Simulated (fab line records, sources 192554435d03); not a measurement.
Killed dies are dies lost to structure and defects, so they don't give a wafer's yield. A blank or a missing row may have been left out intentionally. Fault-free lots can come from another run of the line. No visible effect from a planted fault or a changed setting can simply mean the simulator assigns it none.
fab line records    flow n5_finfet
[record] lots = 4  wafers = 12  last_day = 20
route steps=1938 shown MOL_CONTACT_COAG@601 BEOL_M0_SAQP@632 PASSIVATION@1936
lots that met no fault: from a run of the same line without faults
start_h: hours from the record's first day to the start of the lot's first wafer shown    wait_h: hours since the lot's step before    " same as the row above    L1.1+2: a row that stands for several wafers    - either no value or no given start    * or withheld: withheld    < > ~ a bound
route shown NAME@n: NAME is a module with steps in the file, n the number in the route of the first one    usual: the fault-free wafers' mean and standard deviation    same: alike in all rows    chamber/n: place in a boat    sites: per-site readings    _std_site: how widely they spread, as a standard deviation    _edge_site: outer sites' mean less inner sites'    radius_mm: for every site, how far away it sits from the centre of the wafer    mask NAME#n: copy n    behind: the most recent tool/chamber to have shaped the wafer    hold: cause of the lot's hold/its duration in hours/its outcome    device: the transistor (n, p or np) that didn't switch    end of line: the route-end tests of the same wafers    where a step has no rows: the recipe by itself    killed: count of dies lost to structure and defects at first sort (not the wafer's yield)    map: dies across one wafer; x = killed, . = not, _ = none there
set.NAME: setting as actually run; set.NAME@STEP: the setting as run at that earlier step    model.NAME: the simulator's own value behind a step, which no gauge read
lots at some steps of the route; a table a step, a row a wafer
services: the hour from which a tool's chamber was out of use, counted from the record's first day as start_h (under 0 if before that day), plus the number of hours and why
[[steps]]
[step N5_MOL_CONTACT_COAG_DEVELOP_39]
[recipe] develop_time_s = 30  developer = TMAH  resist = CAR-EUV  rinse_liquid = surfactant_rinse  dry = air_spin  dev_temp_c = 23
[step N5_MOL_CONTACT_COAG_DESCUM_45]
[recipe] chemistry = O2  time_s = 7  source_power_w = 50  bias_power_w = 20  pressure_mtorr = 20  rf_frequency_hz = 2.712e+07  temp_c = 40  resist = CAR-EUV  o2_flow_sccm = 225
[step N5_MOL_CONTACT_COAG_ETCH_65]
[recipe] chemistry = N2/H2  target = underlayer  target_depth_a = 130  mask_material = CAR-EUV  time_s = 10.4  ion_energy_ev = 200  pressure_mtorr = 30  source_w = 840  bias_w = 150  n2_flow_sccm = 200  h2_flow_sccm = 200  ends = cleared
[step N5_MOL_CONTACT_COAG_ETCH_66]
[recipe] chemistry = CF4  target = SiARC  target_depth_a = 130  mask_material = CAR-EUV  time_s = 21.7  ion_energy_ev = 80  pressure_mtorr = 40  source_w = 545  bias_w = 36  Ar_flow_sccm = 100  cf4_flow_sccm = 100  ends = cleared
[step N5_MOL_CONTACT_COAG_ALD_133]
[recipe] material = SiO2  target_thk_a = 50  temp_c = 100  ald_precursor_family = BDEAS  ald_co_reactant = O2-plasma  pulse_time_s = 1  co_reactant_pulse_time_s = 1  purge_time_s = 2  co_reactant_purge_time_s = 2  ald_cycles = 35  pressure_torr = 2
[step N5_MOL_CONTACT_COAG_ETCHBACK_134]
[recipe] chemistry = CHF3  target = SiO2  target_depth_a = 100  time_s = 6.7  ion_energy_ev = 200  pressure_mtorr = 30  source_w = 610  bias_w = 170  Ar_flow_sccm = 200  CHF3_flow_sccm = 50
[step N5_MOL_CONTACT_COAG_ETCH_67]
[recipe] chemistry = N2/H2  target = SOC  target_depth_a = 600  overetch_a = 210  mask_material = SiARC  temp_c = 40  time_s = 101.2  ion_energy_ev = 200  pressure_mtorr = 30  source_w = 840  bias_w = 150  n2_flow_sccm = 200  h2_flow_sccm = 200
[step N5_MOL_CONTACT_COAG_STRIP_68]
[recipe] chemistry = N2/H2  temp_c = 40  n2_flow_sccm = 200  h2_flow_sccm = 200  rf_frequency_hz = 6e+07
[step N5_MOL_CONTACT_COAG_STRIP_69]
[recipe] chemistry = N2/H2  temp_c = 40  n2_flow_sccm = 200  h2_flow_sccm = 200  rf_frequency_hz = 6e+07
[step N5_MOL_CONTACT_COAG_ETCHBACK_136]
[recipe] chemistry = CHF3  target = SiO2  target_depth_a = 250  time_s = 16.7  ion_energy_ev = 200  pressure_mtorr = 30  source_w = 610  bias_w = 170  Ar_flow_sccm = 200  CHF3_flow_sccm = 50
[usual] chamber_pressure_mTorr = 29.999/0.029  drypump_motor_current_A = 5.9/0.55  oes_product_au = 0.73/0.075  rf_vpp_V = 526/11  showerhead_plenum_p_Torr = 2.40/0.08  throttle_valve_pct = 18.71/0.22
lot.wafer  tool         chamber  start_h  wait_h  chamber_pressure_mTorr  drypump_motor_current_A  oes_product_au  rf_hours_counter_h  rf_vpp_V  showerhead_plenum_p_Torr  throttle_valve_pct
L414.1     rie_diel-06  1        161.58   0.0     29.994                  5.2                      0.71            191                 514       2.47                      18.77
L414.3     "            0        "        "       30.063                  5.9                      0.75            182                 544       2.45                      18.76
L414.6     "            0        "        "       30.043                  5.9                      0.74            -                   545       2.45                      18.76
L415.2     rie_diel-06  2        170.51   0.0     29.986                  6.2                      0.68            217                 535       2.44                      18.72
L415.4     "            3        "        "       30.037                  6.8                      0.70            218                 529       2.46                      18.71
L415.5     "            2        "        "       30.005                  6.1                      0.68            -                   537       2.44                      18.73
L420.3     rie_diel-02  0        195.93   0.0     30.038                  6.1                      0.95            20                  533       2.54                      18.19
L420.4     "            2        "        "       29.984                  5.2                      0.68            246                 522       2.36                      18.85
L420.5     "            0        "        "       30.014                  6.1                      0.95            -                   532       2.54                      18.20
L427.1     rie_diel-06  0        237.16   0.0     29.961                  5.9                      0.71            206                 543       2.44                      18.83
L427.2     "            3        "        "       30.010                  6.8                      0.70            239                 528       2.45                      18.76
L427.4     "            2        "        "       29.999                  6.1                      0.67            235                 535       2.43                      18.75
[step N5_MOL_CONTACT_COAG_STRIP_120]
[recipe] chemistry = CHF3  resist = SiARC  rf_frequency_hz = 6e+07
[step N5_MOL_CONTACT_COAG_VIA_ETCH_117]
[recipe] chemistry = C4F6/O2  target_depth_a = 400  overetch_a = 80  mask_material = SOC  target = SiO2  bias_w = 455  pressure_mtorr = 10  time_s = 26  source_w = 325  Ar_flow_sccm = 300  C4F6_flow_sccm = 10  O2_flow_sccm = 10  ion_energy_ev = 575.3  ends = end_point
[step N5_MOL_CONTACT_COAG_ETCH_124]
[recipe] chemistry = CH3F/O2  target = SiNx  target_depth_a = 65  mask_material = SOC  stop_on = SiOC  over_etch_frac = 0.3  ion_energy_ev = 120  pressure_mtorr = 30  source_w = 395  bias_w = 73  Ar_flow_sccm = 150  CH3F_flow_sccm = 30  O2_flow_sccm = 20  ends = end_point
[step N5_MOL_CONTACT_COAG_ETCH_48]
[recipe] chemistry = C4F6/O2  target_depth_a = 150  overetch_a = 45  mask_material = SOC  target = SiOC  bias_w = 465  pressure_mtorr = 10  time_s = 17  source_w = 335  Ar_flow_sccm = 300  C4F6_flow_sccm = 10  O2_flow_sccm = 10  ion_energy_ev = 576
[step N5_MOL_CONTACT_COAG_STRIP_72]
[recipe] chemistry = N2/H2  power_w = 450  temp_c = 40  pressure_mtorr = 20  rf_frequency_hz = 6e+07  overash_fraction = 3  bias_power_w = 7  h2_frac = 0.5  n2_flow_sccm = 200  h2_flow_sccm = 200
[step N5_MOL_CONTACT_COAG_STRIP_49]
[recipe] chemistry = N2/H2  time_s = 30  power_w = 1000  temp_c = 250  pressure_mtorr = withheld  n2_flow_sccm = 1750  h2_flow_sccm = 3250
[step N5_MOL_CONTACT_COAG_PRECLEAN_138]
[recipe] chemistry = alkaline_clean  temp_c = 60  time_s = 60  do_ppb = 50
[step N5_MOL_CONTACT_COAG_SRD_139]
[recipe] dry = ipa_marangoni  time_s = 30  temp_c = 23  rinse_liquid = diw
[step N5_MOL_CONTACT_COAG_PRE_CLEAN_121]
[recipe] gas = H2/He  time_s = *  temp_c = withheld
[step N5_MOL_CONTACT_COAG_CVD_140]
[recipe] material = W  target_thk_a = 665  mode = selective_fill  temp_c = 300  time_s = 215
[step N5_MOL_CONTACT_COAG_PRECLEAN_127]
[recipe] chemistry = DIW  time_s = 57.5  temp_c = 23
[step N5_MOL_CONTACT_COAG_SRD_128]
[recipe] dry_time_s = 32  dry = n2_spin  spin_rpm = 1500
[step N5_MOL_CONTACT_COAG_CMP_52]
[recipe] stop_on = SiO2  t_overpolish_s = 1.5  post_cmp_clean = w_dilute_nh4oh  down_force_psi = 4  platen_rpm = 50.289  pad_velocity_m_s = 1.0006  target_thk_nm = 66.5
[step N5_MOL_CONTACT_COAG_ANNEAL_112]
[recipe] temp_c = 400  time_s = 1800  ambient = HPD2  pressure_atm = 10
[step N5_BEOL_M0_SAQP_PECVD_00]
[recipe] material = SiCN  target_thk_a = 80  temp_c = withheld  precursor = 3MS/NH3  pressure_torr = 3  rf_w = 202  time_s = 14
[step N5_BEOL_M0_SAQP_ILD_DEP_01]
[recipe] material = SiOC  target_thk_a = 454.19  temp_c = 350  precursor = DEMS/O2  pressure_torr = 5  rf_w = 500  time_s = 8.7
[step N5_BEOL_M0_SAQP_HM_DEP_02]
[recipe] material = TiN  target_thk_a = 120  temp_c = 25  chamber_pressure_pa = 0.49996
[step N5_BEOL_M0_SAQP_PECVD_03]
[recipe] material = SiCN  target_thk_a = 120  temp_c = withheld  precursor = 3MS/NH3  pressure_torr = 3  rf_w = 202  time_s = 21.1
[step N5_BEOL_M0_SAQP_PECVD_96]
[recipe] material = a-Si  target_thk_a = 450  temp_c = 350  precursor = SiH4/He  pressure_torr = 3  rf_w = 100  time_s = 45.2
[step N5_BEOL_M0_SAQP_PECVD_97]
[recipe] material = SiNx  target_thk_a = 230  temp_c = 350  precursor = SiH4/NH3/N2  pressure_torr = 1.5  rf_w = 300  time_s = 19.9
[step N5_BEOL_M0_SAQP_PECVD_04]
[recipe] material = a-Si  target_thk_a = 600  temp_c = 350  precursor = SiH4/He  pressure_torr = 3  rf_w = 100  time_s = 60.2
[step N5_BEOL_M0_SAQP_HM_DEP_111]
[recipe] material = SiO2  target_thk_a = 120  temp_c = 400  precursor = SiH4/N2O  pressure_torr = 0.75  rf_w = 275  time_s = 7.2
[step N5_BEOL_M0_SAQP_COAT_81]
[recipe] resist = SOC  temp_c = 250  time_s = 60  spin_rpm = 1500  resist_thk_nm = 100
[step N5_BEOL_M0_SAQP_COAT_82]
[recipe] resist = SiARC  temp_c = 220  time_s = 60  spin_rpm = 1500  resist_thk_nm = 30
[step N5_PASSIVATION_PROBE_49]
[usual] defect_limited_yield = 91.4/1.2  killed_at_M0_to_M3 = 35/11  killed_at_M4_up = 14/6  killed_at_contacts = 12/6.7  killed_at_front_end = 37/9.7  killed_at_other = 3.5/2.5  killed_dies = 102/15  killed_open = 67/12  killed_short = 33/7.3  sort_bin_5_function = 5.1/0.81  sort_bin_6_memory = 3.2/0.65  sort_n_pass = 1078/15  sort_yield_pct = 91.4/1.2
[same] gross_dies = 1180  killed_at_back_side = 0  sort_bin_4_leakage[%] = 0  sort_bin_8_speed[%] = 0
lot.wafer  tool       chamber  start_h  wait_h  defect_limited_yield[%]  killed_at_M0_to_M3  killed_at_M4_up  killed_at_contacts  killed_at_front_end  killed_at_other  killed_dies  killed_open  killed_short  sort_bin_5_function[%]  sort_bin_6_memory[%]  sort_n_pass  sort_yield_pct[%]
L414.1     prober-02  -        390.19   0.0     79.5                     38                  10               139                 48                   7                242          58           45            12.4                    4.2                   938          79.5
L414.3     prober-02  -        390.29   0.1     81.9                     35                  3                137                 37                   1                213          56           31            10.7                    3.9                   967          81.9
L414.6     prober-02  -        390.44   0.3     81.5                     24                  18               133                 40                   3                218          61           31            10.8                    4.2                   962          81.5
L415.2     prober-01  -        396.91   0.1     82.1                     41                  19               130                 20                   1                211          63           25            11.7                    4.2                   969          82.1
L415.4     prober-01  -        397.01   0.2     79.8                     43                  19               143                 31                   2                238          81           28            12.7                    4.5                   942          79.8
L415.5     prober-01  -        397.06   0.2     79.2                     28                  29               138                 41                   9                245          83           34            12.6                    5.4                   935          79.2
// killed by level:class
L414.1 MOL_CONTACT_COAG:unspecified=129 STI_FIN_REVEAL:geometric_particle:open=12 HKMG_FIN:area_etch=10 BEOL_M0_SAQP:geometric_particle:short=9 BEOL_M0_SAQP:geometric_particle:open=8 BEOL_M3:geometric_particle:open=7 BEOL_M4:geometric_particle:open=7 BEOL_M3:geometric_particle:short=6
L414.3 MOL_CONTACT_COAG:unspecified=126 MOL_CONTACT_COAG:geometric_particle:open=11 BEOL_M0_SAQP:geometric_particle:short=10 GATE_CUT:geometric_particle:short=9 BEOL_M0_SAQP:geometric_particle:open=9 STI_FIN_REVEAL:geometric_particle:open=6 STARTING-WAFER:geometric_particle:open=6 BEOL_M1:geometric_particle:open=5
L414.6 MOL_CONTACT_COAG:unspecified=126 FIN_SAQP:geometric_particle:short=10 STI_FIN_REVEAL:geometric_particle:open=10 BEOL_M3:geometric_particle:open=8 BEOL_M4:geometric_particle:open=7 GATE_CUT:geometric_particle:short=6 MOL_CONTACT_COAG:geometric_particle:open=6 BEOL_M7:geometric_particle:open=5
L415.2 MOL_CONTACT_COAG:unspecified=123 BEOL_M4:geometric_particle:open=13 BEOL_M0_SAQP:geometric_particle:open=11 BEOL_M0_SAQP:geometric_particle:short=10 BEOL_M3:geometric_particle:open=8 BEOL_M2:geometric_particle:open=7 MOL_CONTACT_COAG:geometric_particle:open=6 FIN_SAQP:geometric_particle:open=4
L415.4 MOL_CONTACT_COAG:unspecified=128 BEOL_M0_SAQP:geometric_particle:open=23 BEOL_M4:geometric_particle:open=14 MOL_CONTACT_COAG:geometric_particle:open=12 BEOL_M0_SAQP:geometric_particle:short=9 DUMMY_GATE:geometric_particle:open=8 FIN_SAQP:geometric_particle:open=5 GATE_CUT:geometric_particle:short=4
L415.5 MOL_CONTACT_COAG:unspecified=126 MOL_CONTACT_COAG:geometric_particle:open=11 BEOL_M4:geometric_particle:open=10 FIN_SAQP:geometric_particle:open=9 PAD_METAL:geometric_particle:open=8 BEOL_M0_SAQP:geometric_particle:open=7 BEOL_M0_SAQP:geometric_particle:short=6 BEOL_M2:geometric_particle:open=6
// map L414.1 (x killed, . not)
_________________..x.....xx..________________
______________...x.x.....x......_____________
___________..xx....................__________
__________x....x...................._________
________x....................x......x._______
_______.......x..x..x........x...x....x______
______....x.xxxxxxx..x...x....x........._____
_____...x..x..xxxxxxx..x.x..........xx...____
____.....xx.xxx.xxxxxxx.................x.___
___......xxxxxxxxxxxxxxxxx........x...x....__
___......xxxxxxxxxxxxxxxx..x...........x...__
__........xxxxxxxxxxxxxx..x................._
__...x.....xxxxxxxxxxx.xxx......x.......xx.._
_.........xxxxxxxxxxxxxx.x.x........x...x....
_........x.xxxxxxxxxxx..x.............x......
_.x...........xxxxxxxx.....x................x
_...x........xxxx..xxx.........x.............
_...............x.x..x.......................
_.............x..x..xx.........xx..x.........
_....x..........xxx.................x........
_....x....x.....x..xx.x.........x.......x....
__.....................x...x....xx.........x_
__.....xx.......................x..x..x....._
___x...........x...............x...........__
___..x.................................x.x.__
____..x.....x.............................___
_____...........x..x....x................____
______....x...........x..............x.._____
_______x...............x...............______
________......................xx......_______
__________...........xx.x..........._________
___________x.............x....xx...__________
______________x.....x.....x....._____________
_________________..x.xx......________________
// map L415.5 (x killed, . not)
_________________x...........________________
______________......x......x...._____________
___________........x....x..........__________
__________.x...........x............_________
________x.................xx.x.x......_______
_______.........x......................______
______x.x.....x......x................x._____
_____..............x...x.................____
____...x.....x...........x................___
___....x.x...x......x....xx...........xxx..__
___....x.x...............x....xx...........__
__.....x...x.......x.......x..x............._
__....x...........x.x....x..xx............x._
_........x.......xxxx.x.........x............
_......x...xx..x.xxxxxxxx....................
_x..x......x....xxxxxxxx......x..............
_........x...xxxxxxxxxxxxx...................
_............xxxxxxxxxxxx.xxx.........x..x...
_..x....x..xxxxxxxxxxxxxx.x.x.........x...x..
_...........xxxxxxxxxxxxxxx....x.....x......x
_.....x.....xxxxxxxxxxxxx......x.x...x......x
__.........xxxxxxxxxxxxxx.x................._
__........x..x..xxxxxxx..x...x......xx......_
___............xxxxxxxx...................x__
___.......x...x..xxx..x..x.............x...__
____.............x........x.x.............___
_____.......x..........................x.____
______......x...x............x...x.x...._____
_______..x........x.x.....x............______
________.......................x....x._______
__________..x......x..x.....x.x....x_________
___________............x......x....__________
______________...xx....x....xx.._____________
_________________...x..xxx...________________
[[services]]
tool         chamber  start_h  hours  kind
rie_diel-02  2        187.41   4.7    repair
rie_diel-06  2        204.99   5.7    repair
rie_diel-02  0        209.63   4.7    repair
rie_diel-02  2        215.22   8.0    repair
rie_diel-02  2        223.32   -      clean
rie_diel-02  2        223.32   -      consumable_replace:focus_ring
rie_diel-02  2        223.32   17.2   scheduled_down
rie_diel-02  2        223.32   17.2   vent_cycle
rie_diel-06  -        234.94   0.5    repair
[[key]]
[first_sign] step = N5_PASSIVATION_PROBE_49  reading = killed_at_contacts  direction = up  sigmas = 19  usual = 12  struck = 137
[effect] step = N5_PASSIVATION_PROBE_49  reading = killed_dies  direction = up  sigmas = 8.6  usual = 102  struck = 228
[more_kills_born_at] N5_MOL_CONTACT_COAG_ETCHBACK_136@rie_diel-06 = 758
met_at N5_MOL_CONTACT_COAG_ETCHBACK_136
struck_wafers L414.1,L414.3,L414.6,L415.2,L415.4,L415.5
[baseline_loss] step = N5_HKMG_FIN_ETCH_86  wafers = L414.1
[fault] kind = chamber_particle_source  tool = rie_diel-06  chamber = -  onset_h = 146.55  steps = N5_MOL_CONTACT_COAG_ETCHBACK_136  rate_per_visit_cm2 = 0.91172  end_h = 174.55
// baseline_loss: these wafers lose ten dies or more at that step, a loss of the line's own and not of a fault; the sort's usual values leave them out
